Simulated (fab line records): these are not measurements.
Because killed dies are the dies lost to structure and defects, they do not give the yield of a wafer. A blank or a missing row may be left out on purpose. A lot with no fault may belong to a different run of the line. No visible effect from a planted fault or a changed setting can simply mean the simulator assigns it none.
Chamber matching | flow n5_finfet | 4 sister chambers for N5_BEOL_M1_DESCUM_33 on rie_diel-01
The step chemistry O2, time 7 s. 4 wafers are shown with their chamber, then 9 later ones without.

== WAFERS PAIRED WITH THEIR CHAMBERS ==
wafer  | chamber | showerhead_plenum_p_Torr (Torr)
L084.1 | 3       | 2.15
L084.2 | 0       | 2.22
L087.5 | 1       | 2.06
L087.6 | 2       | 2.08

== WAFERS WHOSE CHAMBER IS MISSING ==
wafer  | showerhead_plenum_p_Torr (Torr)
L088.2 | 2.05
L088.3 | 2.21
L088.5 | 2.08
L089.2 | 2.05
L089.5 | 2.21
L089.6 | 2.15
L093.2 | 2.05
L093.5 | 2.21
L093.6 | 2.05

== WHICH CHAMBER EACH ONE RAN IN ==
wafer  | from the rows above | in truth
L088.2 | 1                   | 1
L088.3 | 0                   | 0
L088.5 | 2                   | 2
L089.2 | 1                   | 1
L089.5 | 0                   | 0
L089.6 | 3                   | 3
L093.2 | 1                   | 1
L093.5 | 0                   | 0
L093.6 | 1                   | 1
9 of 9 placed correctly. From these rows, 0 cannot be placed. 0 placed wrongly.
How it was worked out, from the rows above alone: a wafer's distance from a chamber is the root of the sum, over the readings, of the square of ((its reading less the chamber's mean) divided by the reading's scatter). The wafer belongs to the nearest chamber; if the next one is less than 2 further off, it can't be placed. For every chamber, the mean is computed from those of its wafers that are shown. The scatter (one wafer shown for each chamber): square how far every hidden wafer sits from the nearest shown wafer, average those squares and take the square root.
